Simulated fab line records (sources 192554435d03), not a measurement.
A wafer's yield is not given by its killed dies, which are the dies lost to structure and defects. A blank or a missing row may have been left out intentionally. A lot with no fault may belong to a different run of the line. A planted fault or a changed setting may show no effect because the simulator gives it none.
Chamber matching | flow n5_finfet | 4 sister chambers for N5_BEOL_M3_ETCH_74 on rie_diel-06
The step etches underlayer in N2/H2, target depth 6.5 nm, time 5.2 s. 8 wafers are shown with their chamber, then 9 later ones without.

== EACH WAFER AND ITS CHAMBER ==
wafer  | chamber | throttle_valve_pct (%) | etch_rf_on_time_s (s)
L082.1 | 3       | 18.31                  | 5.25
L082.4 | 3       | 18.28                  | 5.22
L085.2 | 0       | 17.40                  | 5.00
L086.6 | 0       | 17.42                  | 5.08
L088.5 | 1       | 17.69                  | 5.26
L091.3 | 2       | 17.66                  | 5.47
L091.5 | 1       | 17.75                  | 5.15
L091.6 | 2       | 17.66                  | 5.46

== WAFERS MISSING THEIR CHAMBER ==
wafer  | throttle_valve_pct (%) | etch_rf_on_time_s (s)
L093.1 | 17.68                  | 5.46
L093.2 | 17.41                  | 5.07
L093.4 | 18.35                  | 5.32
L094.1 | 17.71                  | 5.17
L094.2 | 17.66                  | 5.49
L094.5 | 17.70                  | 5.48
L097.2 | 17.45                  | 4.99
L097.4 | 18.34                  | 5.29
L097.5 | 17.73                  | 5.15

== THE CHAMBER EACH PASSED THROUGH ==
wafer  | from the rows above | in truth
L093.1 | 2                   | 2
L093.2 | 0                   | 0
L093.4 | 3                   | 3
L094.1 | 1                   | 1
L094.2 | 2                   | 2
L094.5 | 2                   | 2
L097.2 | 0                   | 0
L097.4 | 3                   | 3
L097.5 | 1                   | 1
Correctly placed: 9 of 9. Can't be placed from these rows: 0. Number placed wrongly: 0.
How it was worked out, from the rows above alone: a wafer's distance from a chamber is the root of the sum, over the readings, of the square of ((its reading less the chamber's mean) divided by the reading's scatter). The wafer belongs to the nearest chamber; if the next one is less than 2 further off, it can't be placed. A chamber's mean is the mean of its shown wafers. The scatter: take each reading less its chamber's mean, square it, sum over the shown wafers, divide by the number of wafers less the number of chambers, and take the root.
